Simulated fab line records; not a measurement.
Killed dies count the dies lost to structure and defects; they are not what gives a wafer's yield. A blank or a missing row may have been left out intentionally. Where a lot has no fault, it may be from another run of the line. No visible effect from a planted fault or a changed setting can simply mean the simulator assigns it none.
The same fault as seen by 2 desks | flow n5-finfet | only its own numbers are on each desk; what lay behind them is given at the end

## METROLOGY DESK
What the gauges read, lot by lot, whatever tool the lot ran on: means of the sampled wafers that have a number. Marked OUT: a lot whose mean sits more than 4 standard deviations from the usual mean, which makes it out of limits; the brackets give that distance.
Columns: A = thk-nm at N5_DUMMY_GATE_THK_MEAS_05, usual 72.1 nm; B = cd-nm at N5_DUMMY_GATE_CD_MEAS_15, usual 24.83 nm; C = GATE_OVL at N5_DUMMY_GATE_OVL_MEAS_16, usual 0.0 nm; D = cd-nm at N5_DUMMY_GATE_CD_MEAS_50, usual 13.9 nm; E = cd-nm at N5_DUMMY_GATE_CD_MEAS_24, usual 14.8 nm
lot  | first seen here | A    | B     | C    | D    | E
L335 | day 3 14:35     | 74.3 | 24.75 | -0.3 | 14.0 | 14.5
L339 | day 4 12:53     | 71.3 | 24.73 | 0.5  | 14.2 | 15.0
L343 | day 5 12:11     | 70.5 | 24.73 | 0.4  | 13.9 | 14.6
L345 | day 5 23:48     | 73.0 | 24.78 | -0.9 | 13.2 | 14.2
L347 | day 6 11:58     | 73.3 | 24.90 | 0.4  | 14.1 | 14.6
L350 | day 7 05:29     | 71.9 | 24.89 | -0.1 | 13.2 | 14.6
This desk's verdict: no lot among the 6 shows anything out of limits.

## THE DEFECT DESK
Inspection counts along the route, by lot: the mean over sampled wafers that carry a number. Marked OUT: a lot whose mean sits more than 4 standard deviations from the usual mean, which makes it out of limits; the brackets give that distance.
Columns: A = raw-defect-count at N5_STI_FIN_REVEAL_INSPECT_13, usual 11; B = raw-defect-count at N5_DUMMY_GATE_INSPECT_17, usual 206
lot  | first seen here | A  | B
L335 | day 3 08:26     | 16 | 198
L339 | day 4 06:52     | 7  | 264
L343 | day 5 08:01     | 7  | 195
L345 | day 5 19:37     | 12 | 224
L347 | day 6 07:29     | 10 | 170
L350 | day 7 01:13     | 9  | 191
This desk's verdict: no lot among the 6 shows anything out of limits.

## TAKEN TOGETHER
Nothing out of limits was seen by the metrology desk.
Nothing out of limits was seen by the defect desk.

## WHAT THE SIMULATOR HAD PUT IN
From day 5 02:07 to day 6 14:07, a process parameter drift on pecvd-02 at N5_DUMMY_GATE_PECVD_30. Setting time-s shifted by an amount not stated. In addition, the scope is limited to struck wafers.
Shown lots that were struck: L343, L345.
